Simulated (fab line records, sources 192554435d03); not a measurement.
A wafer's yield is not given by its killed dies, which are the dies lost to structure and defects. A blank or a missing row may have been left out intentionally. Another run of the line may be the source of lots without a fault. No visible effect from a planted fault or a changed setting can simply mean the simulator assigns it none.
fab line records + flow n5Finfet
record
- lots=6
- wafers=18
- lastDay=17
route steps=1938 shown FIN_CUT@164 BEOL_M4@1111
lots with no fault: from the same line, run without faults
startH: hours from the record's first day to the start of the lot's first wafer shown + waitH: time in hours since the lot's previous step + " identical to the entry in the row above + L1.1+2: a row that stands for several wafers + - value missing, or start not given + * or withheld: withheld + < > ~ a bound
route shown NAME@n: NAME is a module with steps in the file, n the number in the route of the first one + usual: mean and standard deviation over wafers with no fault + same: alike in all rows + chamber/n: place in a boat + sites: each site's reading + _std_site: standard deviation of those values + _edge_site: mean of outer sites minus mean of inner sites + radiusMm: how far each site lies from the wafer's centre + mask NAME#n: copy n + behind: the tool/chamber that last shaped the wafer + hold: what put the lot on hold/how long, in hours/how the hold closed + device: the transistor (n, p or np) that didn't switch + end of line: tests of these same wafers at the route's end + where a step has no rows: the recipe by itself + killed: dies lost to structure and defects at the first sort, not the wafer's yield + map: per-die view of a wafer (x killed, . not killed, _ where there is no die)
set.NAME: the setting the step ran with; set.NAME@STEP: the setting that earlier step ran with + model.NAME: the simulator's own value behind a step, which no gauge read
lots at selected steps of the route; one table per step, one row per wafer
services: a tool's chamber out of use, with start hour (startH, from the record's first day; less than 0 if before it), hours out, and reason
## steps
# step N5_FIN_CUT_OVL_MEAS_09
# recipe
- pointsPerWafer=522
# usual
- FIN_CUT_OVL=-0.1/0.59
# same
- pointsPerWafer=522
| lot.wafer | tool       | chamber | startH | waitH | FIN_CUT_OVL[nm] |
|-----------|------------|---------|--------|-------|-----------------|
| L190.2    | overlay-02 | 0       | 39.54  | 0.0   | 0.4             |
| L190.3    | "          | 0       | "      | "     | -0.6            |
| L190.5    | "          | 0       | "      | "     | 0.2             |
| L192.4    | overlay-02 | 0       | 51.19  | 0.0   | 0.1             |
| L192.5    | "          | 0       | "      | "     | 0.8             |
| L192.6    | "          | 0       | "      | "     | 0.9             |
| L198.3    | overlay-02 | 0       | 87.05  | 0.0   | 0.0             |
| L198.4    | "          | 0       | "      | "     | -0.6            |
| L198.6    | "          | 0       | "      | "     | -0.3            |
| L201.2    | overlay-02 | 0       | 106.10 | 0.0   | -0.3            |
| L201.3    | "          | 0       | "      | "     | 0.2             |
| L201.5    | "          | 0       | "      | "     | 0.7             |
| L208.2    | overlay-02 | 0       | 148.44 | 0.0   | 0.6             |
| L208.3    | "          | 0       | "      | "     | 0.8             |
| L208.6    | "          | 0       | "      | "     | 0.9             |
| L210.1    | overlay-02 | 0       | 158.84 | 0.0   | 0.0             |
| L210.4    | "          | 0       | "      | "     | 0.2             |
| L210.6    | "          | 0       | "      | "     | -0.7            |
# step N5_FIN_CUT_INSPECT_10
# recipe
- mode=adi
- inspectInstrument=brightfield
# usual
- rawDefectCount=45/15
| lot.wafer | tool             | chamber | startH | waitH | rawDefectCount |
|-----------|------------------|---------|--------|-------|----------------|
| L190.2    | defectInspect-01 | -       | 39.59  | 0.0   | 68             |
| L190.3    | "                | -       | "      | "     | 47             |
| L190.5    | "                | -       | "      | "     | 43             |
| L192.4    | defectInspect-02 | -       | 51.24  | 0.0   | 71             |
| L192.5    | "                | -       | "      | "     | 83             |
| L192.6    | "                | -       | "      | "     | 66             |
| L198.3    | defectInspect-01 | -       | 87.10  | 0.0   | 59             |
| L198.4    | "                | -       | "      | "     | 29             |
| L198.6    | "                | -       | "      | "     | 56             |
| L201.2    | defectInspect-02 | -       | 106.15 | 0.0   | 60             |
| L201.3    | "                | -       | "      | "     | 57             |
| L201.5    | "                | -       | "      | "     | 40             |
| L208.2    | defectInspect-01 | -       | 148.49 | 0.0   | 40             |
| L208.3    | "                | -       | "      | "     | 36             |
| L208.6    | "                | -       | "      | "     | 40             |
| L210.1    | defectInspect-01 | -       | 158.89 | 0.1   | 26             |
| L210.4    | "                | -       | "      | "     | 30             |
| L210.6    | "                | -       | "      | "     | 32             |
# step N5_FIN_CUT_DESCUM_13
# recipe
- chemistry=O2
- timeS=7
- sourcePowerW=50
- biasPowerW=20
- pressureMtorr=20
- rfFrequencyHz=2.712e+07
- tempC=40
- resist=CAR-EUV
- o2FlowSccm=225
# usual
- drypumpMotorCurrentA=5.8/0.38
- oesProductAu=0.81/0.079
- rfVppV=242.9/1.5
- showerheadPlenumPTorr=2.08/0.076
- throttleValvePct=20.4/0.3
| lot.wafer | tool       | chamber | startH | waitH | drypumpMotorCurrentA | oesProductAu | rfHoursCounterH | rfVppV | showerheadPlenumPTorr | throttleValvePct |
|-----------|------------|---------|--------|-------|----------------------|--------------|-----------------|--------|-----------------------|------------------|
| L190.2    | rieDiel-02 | 2       | 39.87  | 0.3   | 5.7                  | 0.92         | 20              | 245.3  | 2.20                  | 20.3             |
| L190.3    | "          | 0       | "      | "     | 5.2                  | 0.80         | 108             | 242.5  | 2.11                  | 20.4             |
| L190.5    | "          | 3       | "      | "     | 6.2                  | 0.91         | -               | 243.9  | 2.02                  | 20.0             |
| L192.4    | rieDiel-02 | 3       | 51.32  | 0.1   | 6.2                  | 0.89         | 37              | 242.6  | 2.02                  | 20.0             |
| L192.5    | "          | 0       | "      | "     | 5.2                  | 0.79         | -               | 243.0  | 2.11                  | 20.5             |
| L192.6    | "          | 1       | "      | "     | 6.0                  | 0.73         | -               | 241.2  | 2.02                  | 20.5             |
| L198.3    | rieDiel-02 | 3       | 87.13  | 0.0   | 6.2                  | 0.88         | 49              | 241.6  | 2.02                  | 20.0             |
| L198.4    | "          | 2       | "      | "     | 5.7                  | 0.89         | 36              | 246.1  | 2.20                  | 20.3             |
| L198.6    | "          | 1       | "      | "     | 6.0                  | 0.71         | -               | 242.5  | 2.02                  | 20.6             |
| L201.2    | rieDiel-02 | 1       | 106.51 | 0.4   | 6.0                  | 0.71         | 176             | 242.6  | 2.02                  | 20.6             |
| L201.3    | "          | 3       | "      | "     | 6.2                  | 0.87         | 54              | 242.3  | 2.02                  | 20.1             |
| L201.5    | "          | 3       | "      | "     | 6.2                  | 0.87         | -               | 242.9  | 2.02                  | 20.0             |
| L208.2    | rieDiel-05 | 0       | 148.53 | 0.0   | 5.5                  | 0.89         | 49              | 242.1  | 2.05                  | 20.0             |
| L208.3    | "          | 2       | "      | "     | 6.0                  | 0.76         | 127             | 240.5  | 1.93                  | 20.0             |
| L208.6    | "          | 1       | "      | "     | 5.5                  | 0.73         | -               | 240.7  | 2.03                  | 21.3             |
| L210.1    | rieDiel-05 | 0       | 158.93 | 0.0   | 5.5                  | 0.89         | 52              | 242.4  | 2.05                  | 20.0             |
| L210.4    | "          | 1       | "      | "     | 5.5                  | 0.72         | 199             | 240.8  | 2.03                  | 21.3             |
| L210.6    | "          | 3       | "      | "     | 6.0                  | 0.78         | -               | 241.7  | 2.16                  | 20.6             |
# step N5_FIN_CUT_ETCH_30
# recipe
- chemistry=N2/H2
- target=underlayer
- targetDepthA=130
- maskMaterial=CAR-EUV
- timeS=10.4
- ionEnergyEv=200
- pressureMtorr=30
- sourceW=840
- biasW=150
- n2FlowSccm=200
- h2FlowSccm=200
- ends=cleared
# usual
- drypumpMotorCurrentA=5.8/0.38
- etchRfOnTimeS=10.2/0.42
- oesProductAu=0.70/0.066
- rfVppV=523.5/2.9
- showerheadPlenumPTorr=2.52/0.11
- throttleValvePct=17.75/0.24
| lot.wafer | tool       | chamber | startH | waitH | drypumpMotorCurrentA | etchRfOnTimeS | oesProductAu | rfHoursCounterH | rfVppV | showerheadPlenumPTorr | throttleValvePct |
|-----------|------------|---------|--------|-------|----------------------|---------------|--------------|-----------------|--------|-----------------------|------------------|
| L190.2    | rieDiel-02 | 2       | 39.90  | 0.0   | 5.7                  | 10.7          | 0.77         | 20              | 528.7  | 2.72                  | 17.93            |
| L190.3    | "          | 0       | "      | "     | 5.3                  | 10.5          | 0.68         | 108             | 525.5  | 2.54                  | 17.60            |
| L190.5    | "          | 3       | "      | "     | 6.2                  | 10.1          | 0.78         | -               | 521.9  | 2.47                  | 17.50            |
| L192.4    | rieDiel-02 | 3       | 51.35  | 0.0   | 6.2                  | 9.9           | 0.78         | 37              | 523.6  | 2.46                  | 17.49            |
| L192.5    | "          | 0       | "      | "     | 5.3                  | 10.2          | 0.67         | -               | 522.1  | 2.54                  | 17.64            |
| L192.6    | "          | 1       | "      | "     | 6.0                  | 9.6           | 0.65         | -               | 520.3  | 2.40                  | 17.66            |
| L198.3    | rieDiel-02 | 3       | 87.16  | 0.0   | 6.2                  | 9.8           | 0.76         | 49              | 523.2  | 2.46                  | 17.51            |
| L198.4    | "          | 2       | "      | "     | 5.7                  | 10.5          | 0.75         | 36              | 528.5  | 2.72                  | 17.97            |
| L198.6    | "          | 1       | "      | "     | 6.0                  | 9.7           | 0.64         | -               | 519.7  | 2.40                  | 17.68            |
| L201.2    | rieDiel-02 | 1       | 106.54 | 0.0   | 6.0                  | 9.7           | 0.63         | 176             | 521.8  | 2.39                  | 17.71            |
| L201.3    | "          | 3       | "      | "     | 6.2                  | 10.0          | 0.74         | 54              | 521.7  | 2.46                  | 17.53            |
| L201.5    | "          | 3       | "      | "     | 6.2                  | 10.0          | 0.75         | -               | 522.6  | 2.46                  | 17.53            |
| L208.2    | rieDiel-05 | 0       | 148.56 | 0.0   | 5.5                  | 9.7           | 0.79         | 49              | 523.9  | 2.47                  | 17.35            |
| L208.3    | "          | 2       | "      | "     | 6.0                  | 10.3          | 0.67         | 127             | 517.7  | 2.35                  | 17.60            |
| L208.6    | "          | 1       | "      | "     | 5.5                  | 9.7           | 0.63         | -               | 518.5  | 2.42                  | 18.36            |
| L210.1    | rieDiel-05 | 0       | 158.96 | 0.0   | 5.5                  | 9.7           | 0.78         | 52              | 523.0  | 2.47                  | 17.35            |
| L210.4    | "          | 1       | "      | "     | 5.5                  | 9.8           | 0.62         | 199             | 519.6  | 2.42                  | 18.39            |
| L210.6    | "          | 3       | "      | "     | 5.9                  | 11.0          | 0.64         | -               | 526.9  | 2.65                  | 18.15            |
# step N5_FIN_CUT_ETCH_20
# recipe
- chemistry=CF4
- target=SiARC
- targetDepthA=260
- maskMaterial=CAR-EUV
- timeS=43.3
- ionEnergyEv=80
- pressureMtorr=40
- sourceW=545
- biasW=36
- Ar_flow_sccm=100
- cf4FlowSccm=100
- ends=cleared
# step N5_FIN_CUT_ETCH_21
# recipe
- chemistry=N2/H2
- target=SOC
- targetDepthA=2190
- overetchA=438
- maskMaterial=SiARC
- tempC=40
- ionEnergyEv=100
- biasW=61
- timeS=523.5
- pressureMtorr=30
- sourceW=850
- n2FlowSccm=200
- h2FlowSccm=200
# step N5_FIN_CUT_STRIP_23
# recipe
- chemistry=N2/H2
- tempC=40
- n2FlowSccm=200
- h2FlowSccm=200
- rfFrequencyHz=6e+07
# step N5_FIN_CUT_STRIP_31
# recipe
- chemistry=N2/H2
- tempC=40
- n2FlowSccm=200
- h2FlowSccm=200
- rfFrequencyHz=6e+07
# step N5_FIN_CUT_STRIP_24
# recipe
- chemistry=CF4
- resist=SiARC
- powerW=300
- biasPowerW=75
- pressureMtorr=50
- cf4FlowSccm=150
- rfFrequencyHz=6e+07
# step N5_FIN_CUT_CUT_ETCH_26
# recipe
- chemistry=CH3F/O2
- target=SiNx
- targetDepthA=390
- maskMaterial=SOC
- timeS=55.7
- pressureMtorr=30
- sourceW=395
- biasW=73
- Ar_flow_sccm=150
- CH3F_flow_sccm=30
- O2_flow_sccm=20
- ionEnergyEv=120
# usual
- drypumpMotorCurrentA=5.8/0.37
- oesProductAu=0.81/0.078
- rfVppV=294/6.8
- showerheadPlenumPTorr=1.99/0.081
- throttleValvePct=16.27/0.23
| lot.wafer | tool       | chamber | startH | waitH | drypumpMotorCurrentA | oesProductAu | rfHoursCounterH | rfVppV | showerheadPlenumPTorr | throttleValvePct |
|-----------|------------|---------|--------|-------|----------------------|--------------|-----------------|--------|-----------------------|------------------|
| L190.2    | rieDiel-02 | 2       | 40.31  | 0.0   | 5.6                  | 0.90         | 21              | 300    | 2.12                  | 16.27            |
| L190.3    | "          | 0       | "      | "     | 5.3                  | 0.79         | 108             | 283    | 1.99                  | 16.21            |
| L190.5    | "          | 3       | "      | "     | 6.2                  | 0.90         | -               | 299    | 1.97                  | 16.10            |
| L192.4    | rieDiel-02 | 3       | 51.75  | 0.0   | 6.2                  | 0.91         | 37              | 299    | 1.96                  | 16.12            |
| L192.5    | "          | 0       | "      | "     | 5.3                  | 0.79         | -               | 282    | 1.99                  | 16.21            |
| L192.6    | "          | 1       | "      | "     | 6.0                  | 0.75         | -               | 289    | 1.90                  | 16.24            |
| L198.3    | rieDiel-02 | 3       | 87.57  | 0.0   | 6.2                  | 0.88         | 49              | 299    | 1.96                  | 16.15            |
| L198.4    | "          | 2       | "      | "     | 5.7                  | 0.88         | 36              | 301    | 2.12                  | 16.31            |
| L198.6    | "          | 1       | "      | "     | 6.0                  | 0.73         | -               | 289    | 1.89                  | 16.27            |
| L201.2    | rieDiel-02 | 1       | 106.94 | 0.0   | 6.0                  | 0.71         | 176             | 291    | 1.89                  | 16.28            |
| L201.3    | "          | 3       | "      | "     | 6.2                  | 0.87         | 54              | 298    | 1.96                  | 16.16            |
| L201.5    | "          | 3       | "      | "     | 6.2                  | 0.87         | -               | 299    | 1.96                  | 16.15            |
| L208.2    | rieDiel-05 | 0       | 148.96 | 0.0   | 5.5                  | 0.91         | 49              | 297    | 1.96                  | 15.97            |
| L208.3    | "          | 2       | "      | "     | 6.0                  | 0.77         | 127             | 292    | 1.85                  | 16.05            |
| L208.6    | "          | 1       | "      | "     | 5.5                  | 0.73         | -               | 291    | 1.91                  | 16.85            |
| L210.1    | rieDiel-05 | 0       | 159.37 | 0.0   | 5.5                  | 0.90         | 52              | 297    | 1.96                  | 15.97            |
| L210.4    | "          | 1       | "      | "     | 5.5                  | 0.72         | 199             | 290    | 1.91                  | 16.87            |
| L210.6    | "          | 3       | "      | "     | 5.9                  | 0.77         | -               | 314    | 2.10                  | 16.72            |
# step N5_FIN_CUT_CUT_ETCH_27
# recipe
- chemistry=CHF3/O2
- target=SiO2
- targetDepthA=40
- maskMaterial=SOC
- overetchA=20
- timeS=4.9
- pressureMtorr=30
- sourceW=650
- biasW=170
- Ar_flow_sccm=200
- CHF3_flow_sccm=50
- O2_flow_sccm=5
- ionEnergyEv=200
# step N5_FIN_CUT_PRECLEAN_35
# recipe
- timeS=13.3
- tempC=45
- pressureTorr=125
- pHfTorr=3
- pCoreactantTorr=25
- chemistry=vHF
# usual
- drypumpMotorCurrentA=6.0/0.61
| lot.wafer | tool         | chamber | startH | waitH | drypumpMotorCurrentA |
|-----------|--------------|---------|--------|-------|----------------------|
| L190.2    | vaporEtch-02 | 1       | 40.42  | 0.0   | 5.6                  |
| L190.3    | "            | 1       | "      | "     | 5.6                  |
| L190.5    | "            | 1       | "      | "     | 5.6                  |
| L192.4    | vaporEtch-01 | 1       | 51.89  | 0.1   | 6.4                  |
| L192.5    | "            | 0       | "      | "     | 5.2                  |
| L192.6    | "            | 1       | "      | "     | 6.4                  |
| L198.3    | vaporEtch-02 | 0       | 87.70  | 0.1   | 6.7                  |
| L198.4    | "            | 1       | "      | "     | 5.6                  |
| L198.6    | "            | 1       | "      | "     | 5.6                  |
| L201.2    | vaporEtch-01 | 1       | 107.06 | 0.0   | 6.4                  |
| L201.3    | "            | 1       | "      | "     | 6.4                  |
| L201.5    | "            | 0       | "      | "     | 5.1                  |
| L208.2    | vaporEtch-01 | 0       | 149.08 | 0.0   | 5.2                  |
| L208.3    | "            | 1       | "      | "     | 6.4                  |
| L208.6    | "            | 1       | "      | "     | 6.4                  |
| L210.1    | vaporEtch-02 | 1       | 159.48 | 0.0   | 5.6                  |
| L210.4    | "            | 0       | "      | "     | 6.7                  |
| L210.6    | "            | 1       | "      | "     | 5.6                  |
# step N5_FIN_CUT_CUT_ETCH_15
# recipe
- chemistry=HBr/Cl2/O2
- target=Si
- targetDepthA=1000
- btTimeS=10
- maskMaterial=SOC
- timeS=42.4
- ionEnergyEv=*
- biasW=*
- pressureMtorr=10
- icpW=800
- HBr_flow_sccm=150
- Cl2_flow_sccm=80
- O2_flow_sccm=12
# usual
- drypumpMotorCurrentA=5.82/0.28
- oesProductAu=1.004/0.014
- throttleValvePct=37.0/0.38
| lot.wafer | tool     | chamber | startH | waitH | drypumpMotorCurrentA | oesProductAu | rfHoursCounterH | throttleValvePct | model.etch.depthNm | model.FIN_CUT.featureDepthNm | model.SOC_of_FIN_CUT_COAT_18.thkNm |
|-----------|----------|---------|--------|-------|----------------------|--------------|-----------------|------------------|--------------------|------------------------------|------------------------------------|
| L190.2    | rieSi-03 | 3       | 40.50  | 0.1   | 6.01                 | 1.019        | 56              | 36.8             | 99.89              | 99.8                         | 170.2                              |
| L190.3    | "        | 0       | "      | "     | 5.78                 | 0.982        | 110             | 36.7             | 97.85              | 97.8                         | 170.8                              |
| L190.5    | "        | 3       | "      | "     | 6.01                 | 1.012        | -               | 36.8             | 100                | 100                          | 170                                |
| L192.4    | rieSi-01 | 1       | 51.95  | 0.0   | 5.82                 | 1.001        | 105             | 37.7             | 98                 | 98                           | 169.2                              |
| L192.5    | "        | 1       | "      | "     | 5.84                 | 1.014        | -               | 37.7             | 97.64              | 97.6                         | 169.8                              |
| L192.6    | "        | 2       | "      | "     | 6.19                 | 1.001        | -               | 37.0             | 98.74              | 98.8                         | 168.4                              |
| L198.3    | rieSi-01 | 2       | 87.76  | 0.0   | 6.15                 | 1.001        | 156             | 37.0             | 98.69              | 98.6                         | 169.4                              |
| L198.4    | "        | 1       | "      | "     | 5.85                 | 1.005        | 106             | 37.7             | 98.89              | 98.8                         | 170.2                              |
| L198.6    | "        | 2       | "      | "     | 6.16                 | 0.992        | -               | 37.0             | 90.93              | 91                           | 171.4                              |
| L201.2    | rieSi-01 | 1       | 107.14 | 0.1   | 5.84                 | 1.014        | 107             | 37.7             | 90.05              | 90                           | 172                                |
| L201.3    | "        | 2       | "      | "     | 6.19                 | 1.005        | 157             | 37.0             | 97.6               | 97.6                         | 169.4                              |
| L201.5    | "        | 3       | "      | "     | 6.05                 | 0.991        | -               | 37.0             | 101.9              | 101.8                        | 168.4                              |
| L208.2    | rieSi-06 | 1       | 149.16 | 0.1   | 5.69                 | 1.016        | 42              | 36.6             | 99.96              | 100                          | 169.2                              |
| L208.3    | "        | 3       | "      | "     | 5.54                 | 1.021        | 5               | 37.5             | 102.4              | 102.4                        | 168.4                              |
| L208.6    | "        | 0       | "      | "     | 6.22                 | 0.998        | -               | 37.1             | 101.8              | 101.8                        | 167.8                              |
| L210.1    | rieSi-03 | 0       | 159.56 | 0.1   | 5.77                 | 0.983        | 112             | 36.7             | 98.99              | 99                           | 169.6                              |
| L210.4    | "        | 3       | "      | "     | 5.97                 | 1.021        | 58              | 36.8             | 98.23              | 98.2                         | 170.6                              |
| L210.6    | "        | 1       | "      | "     | 5.94                 | 0.997        | -               | 37.3             | 101.7              | 101.6                        | 170.8                              |
# step N5_FIN_CUT_CUT_ETCH_28
# recipe
- chemistry=HBr/Cl2/O2
- target=Si
- targetDepthA=60
- maskMaterial=SOC
- timeS=2.4
- ionEnergyEv=*
- biasW=*
- pressureMtorr=10
- icpW=800
- HBr_flow_sccm=150
- Cl2_flow_sccm=80
- O2_flow_sccm=12
# usual
- drypumpMotorCurrentA=5.82/0.28
- oesProductAu=1.004/0.014
- throttleValvePct=37.0/0.38
| lot.wafer | tool     | chamber | startH | waitH | drypumpMotorCurrentA | oesProductAu | rfHoursCounterH | throttleValvePct | model.SOC_of_FIN_CUT_COAT_18.thkNm |
|-----------|----------|---------|--------|-------|----------------------|--------------|-----------------|------------------|------------------------------------|
| L190.2    | rieSi-03 | 3       | 40.55  | 0.0   | 6.01                 | 1.020        | 56              | 36.8             | 168.6                              |
| L190.3    | "        | 0       | "      | "     | 5.79                 | 0.975        | 110             | 36.7             | 169                                |
| L190.5    | "        | 3       | "      | "     | 5.99                 | 1.032        | -               | 36.8             | 168.4                              |
| L192.4    | rieSi-01 | 1       | 52.00  | 0.0   | 5.87                 | 1.014        | 106             | 37.7             | 167.6                              |
| L192.5    | "        | 1       | "      | "     | 5.83                 | 1.012        | -               | 37.7             | 168.2                              |
| L192.6    | "        | 2       | "      | "     | 6.21                 | 1.003        | -               | 37.0             | 166.8                              |
| L198.3    | rieSi-01 | 2       | 87.81  | 0.0   | 6.16                 | 1.006        | 156             | 37.0             | 167.6                              |
| L198.4    | "        | 1       | "      | "     | 5.85                 | 1.012        | 106             | 37.7             | 168.6                              |
| L198.6    | "        | 2       | "      | "     | 6.16                 | 1.014        | -               | 37.0             | 169.8                              |
| L201.2    | rieSi-01 | 1       | 107.19 | 0.0   | 5.88                 | 1.004        | 107             | 37.7             | 170.4                              |
| L201.3    | "        | 2       | "      | "     | 6.20                 | 1.012        | 157             | 37.0             | 167.8                              |
| L201.5    | "        | 3       | "      | "     | 6.05                 | 0.996        | -               | 37.0             | 166.8                              |
| L208.2    | rieSi-06 | 1       | 149.21 | 0.0   | 5.66                 | 1.008        | 42              | 36.6             | 167.6                              |
| L208.3    | "        | 3       | "      | "     | 5.55                 | 1.030        | 5               | 37.4             | 166.6                              |
| L208.6    | "        | 0       | "      | "     | 6.21                 | 1.005        | -               | 37.1             | 166                                |
| L210.1    | rieSi-03 | 0       | 159.61 | 0.0   | 5.78                 | 0.980        | 112             | 36.7             | 168                                |
| L210.4    | "        | 3       | "      | "     | 6.03                 | 1.024        | 58              | 36.8             | 169                                |
| L210.6    | "        | 1       | "      | "     | 5.98                 | 0.993        | -               | 37.3             | 169                                |
# step N5_FIN_CUT_STRIP_22
# recipe
- chemistry=N2/H2
- powerW=500
- tempC=40
- pressureMtorr=50
- rfFrequencyHz=6e+07
- overashFraction=0.3
- biasPowerW=8
- h2Frac=0.5
- n2FlowSccm=300
- h2FlowSccm=300
# usual
- drypumpMotorCurrentA=5.9/0.35
- oesProductAu=0.81/0.078
- rfVppV=54.0/2.2
- showerheadPlenumPTorr=3.34/0.14
- throttleValvePct=18.9/0.34
| lot.wafer | tool       | chamber | startH | waitH | drypumpMotorCurrentA | oesProductAu | rfHoursCounterH | rfVppV | showerheadPlenumPTorr | throttleValvePct |
|-----------|------------|---------|--------|-------|----------------------|--------------|-----------------|--------|-----------------------|------------------|
| L190.2    | rieDiel-05 | 2       | 40.62  | 0.0   | 6.0                  | 0.81         | 93              | 58.2   | 3.14                  | 18.8             |
| L190.3    | "          | 2       | "      | "     | 6.0                  | 0.79         | -               | 53.3   | 3.14                  | 18.8             |
| L190.5    | "          | 2       | "      | "     | 6.0                  | 0.82         | -               | 53.4   | 3.13                  | 18.8             |
| L192.4    | rieDiel-06 | 0       | 52.18  | 0.2   | 6.3                  | 1.00         | 6               | 56.3   | 3.43                  | 18.8             |
| L192.5    | "          | 2       | "      | "     | 5.6                  | 0.80         | -               | 59.4   | 3.54                  | 19.4             |
| L192.6    | "          | 1       | "      | "     | 5.7                  | 0.76         | -               | 53.4   | 3.21                  | 19.0             |
| L198.3    | rieDiel-02 | 2       | 87.88  | 0.0   | 5.7                  | 0.87         | 36              | 57.2   | 3.58                  | 19.0             |
| L198.4    | "          | 0       | "      | "     | 5.2                  | 0.80         | 125             | 55.2   | 3.35                  | 18.4             |
| L198.6    | "          | 1       | "      | "     | 6.0                  | 0.70         | -               | 54.6   | 3.17                  | 18.9             |
| L201.2    | rieDiel-06 | 3       | 107.26 | 0.0   | 6.5                  | 0.68         | 252             | 51.9   | 3.31                  | 18.9             |
| L201.3    | "          | 1       | "      | "     | 5.7                  | 0.74         | 193             | 57.9   | 3.20                  | 19.0             |
| L201.5    | "          | 0       | "      | "     | 6.3                  | 0.93         | -               | 53.2   | 3.42                  | 18.7             |
| L208.2    | rieDiel-05 | 3       | 149.28 | 0.0   | 5.9                  | 0.78         | 142             | 51.9   | 3.50                  | 19.3             |
| L208.3    | "          | 2       | "      | "     | 6.0                  | 0.76         | 127             | 53.9   | 3.12                  | 18.9             |
| L208.6    | "          | 0       | "      | "     | 5.5                  | 0.89         | -               | 55.6   | 3.27                  | 18.3             |
| L210.1    | rieDiel-06 | 2       | 159.68 | 0.0   | 5.6                  | 0.78         | 145             | 49.9   | 3.52                  | 19.4             |
| L210.4    | "          | 0       | "      | "     | 6.3                  | 0.88         | 41              | 52.0   | 3.41                  | 18.8             |
| L210.6    | "          | 0       | "      | "     | 6.3                  | 0.89         | -               | 54.8   | 3.41                  | 18.8             |
# step N5_BEOL_M4_RC_MEAS_101
# usual
- DIBL_N=36.2/2
- DIBL_P=36.1/2.4
- IOFF_N=0.16/0.035
- IOFF_P=0.22/0.041
- ION_N=675/14
- ION_P=465/8.6
- SS_N=71.5/0.64
- SS_P=73.2/0.76
- VT_N=250/3.9
- VT_P=-249/3.4
| lot.wafer | tool      | chamber | startH | waitH | DIBL_N[mV/V] | DIBL_P[mV/V] | IOFF_N[nA/um] | IOFF_P[nA/um] | ION_N[uA/um] | ION_P[uA/um] | SS_N[mV/dec] | SS_P[mV/dec] | VT_N[mV] | VT_P[mV] |
|-----------|-----------|---------|--------|-------|--------------|--------------|---------------|---------------|--------------|--------------|--------------|--------------|----------|----------|
| L190.2    | prober-01 | 0       | 177.95 | 0.2   | 33.5         | 32.0         | 0.10          | 0.15          | 654          | 452          | 71.6         | 71.9         | 254      | -254     |
| L190.3    | "         | 0       | "      | "     | 34.2         | 34.2         | 0.11          | 0.18          | 668          | 461          | 71.5         | 72.1         | 252      | -251     |
| L190.5    | "         | 0       | "      | "     | 34.3         | 34.5         | 0.12          | 0.18          | 679          | 461          | 71.5         | 71.9         | 252      | -251     |
| L192.4    | prober-02 | 0       | 199.60 | 0.5   | 34.2         | 33.6         | 0.11          | 0.15          | 656          | 453          | 71.0         | 72.7         | 256      | -254     |
| L192.5    | "         | 0       | "      | "     | 31.8         | 32.2         | 0.08          | 0.14          | 638          | 450          | 70.5         | 72.5         | 260      | -257     |
| L192.6    | "         | 0       | "      | "     | 34.7         | 35.2         | 0.12          | 0.17          | 657          | 455          | 70.5         | 72.9         | 253      | -252     |
| L198.3    | prober-02 | 0       | 227.29 | 0.3   | 39.9         | 40.1         | 0.22          | 0.27          | 695          | 472          | 72.5         | 74.0         | 243      | -245     |
| L198.4    | "         | 0       | "      | "     | 35.2         | 33.3         | 0.12          | 0.15          | 671          | 460          | 71.5         | 73.3         | 252      | -253     |
| L198.6    | "         | 0       | "      | "     | 36.2         | 35.1         | 0.15          | 0.18          | 688          | 465          | 71.3         | 72.9         | 247      | -252     |
| L201.2    | prober-01 | 0       | 256.02 | 0.2   | 36.8         | 37.7         | 0.16          | 0.23          | 687          | 467          | 72.1         | 73.8         | 248      | -248     |
| L201.3    | "         | 0       | "      | "     | 40.6         | 41.0         | 0.24          | 0.29          | 693          | 469          | 72.9         | 73.8         | 243      | -247     |
| L201.5    | "         | 0       | "      | "     | 39.8         | 40.7         | 0.21          | 0.27          | 682          | 468          | 72.6         | 74.4         | 248      | -247     |
| L208.2    | prober-02 | 0       | 297.49 | 0.2   | 38.8         | 36.9         | 0.20          | 0.25          | 691          | 469          | 72.0         | 74.3         | 245      | -247     |
| L208.3    | "         | 0       | "      | "     | 32.2         | 28.9         | 0.08          | 0.14          | 657          | 455          | 70.4         | 71.8         | 261      | -254     |
| L208.6    | "         | 0       | "      | "     | 36.7         | 33.0         | 0.15          | 0.19          | 660          | 458          | 71.9         | 72.6         | 251      | -251     |
| L210.1    | prober-01 | 0       | 298.57 | 0.0   | 35.0         | 34.5         | 0.13          | 0.20          | 660          | 465          | 70.9         | 73.2         | 251      | -249     |
| L210.4    | "         | 0       | "      | "     | 36.9         | 35.5         | 0.16          | 0.20          | 672          | 459          | 71.8         | 74.1         | 248      | -250     |
| L210.6    | "         | 0       | "      | "     | 36.2         | 34.7         | 0.14          | 0.18          | 671          | 457          | 71.6         | 73.4         | 252      | -255     |
## services
| tool         | chamber | startH | hours | kind                        |
|--------------|---------|--------|-------|-----------------------------|
| rieDiel-06   | 2       | 24.18  | 3.1   | repair                      |
| rieDiel-05   | 0       | 37.71  | 7.3   | repair                      |
| rieDiel-05   | 1       | 39.67  | 8.3   | repair                      |
| rieSi-06     | 2       | 50.87  | 31.8  | repair                      |
| rieSi-03     | 1       | 54.16  | 1.3   | repair                      |
| rieSi-03     | 1       | 70.86  | -     | clean                       |
| rieSi-03     | 1       | 70.86  | 14.6  | scheduledDown               |
| rieSi-03     | 1       | 70.86  | 14.6  | ventCycle                   |
| rieDiel-06   | 2       | 78.18  | 2.0   | repair                      |
| vaporEtch-01 | -       | 84.01  | 0.5   | repair                      |
| rieDiel-02   | 3       | 92.77  | 4.0   | repair                      |
| rieDiel-06   | 3       | 114.49 | 7.7   | repair                      |
| rieDiel-06   | 3       | 122.23 | -     | clean                       |
| rieDiel-06   | 3       | 122.23 | -     | consumableReplace:focusRing |
| rieDiel-06   | 3       | 122.23 | 20.7  | scheduledDown               |
| rieDiel-06   | 3       | 122.23 | 20.7  | ventCycle                   |
| rieDiel-05   | 1       | 130.42 | 3.7   | repair                      |
| rieSi-01     | 2       | 142.10 | 2.6   | repair                      |
## key
firstSign none at tools or gauges
modelEffect
- step=N5_FIN_CUT_CUT_ETCH_15
- value=etch.depthNm
- without=97.74
- struck=90.49
modelEffect
- step=N5_FIN_CUT_CUT_ETCH_28
- value=SOC_of_FIN_CUT_COAT_18.thkNm
- without=167.3
- struck=170.1
metAt N5_FIN_CUT_CUT_ETCH_15
struckWafers L198.6,L201.2
onsetBetween 51.95 87.76
fault
- kind=processParameterDrift
- tool=rieSi-01
- chamber=-
- onsetH=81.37
- steps=N5_FIN_CUT_CUT_ETCH_15
- channel=timeS
- offset=*
- shape=step
- endH=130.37
- scope=struckWafersOnly
- actsIn=*
- stated=*
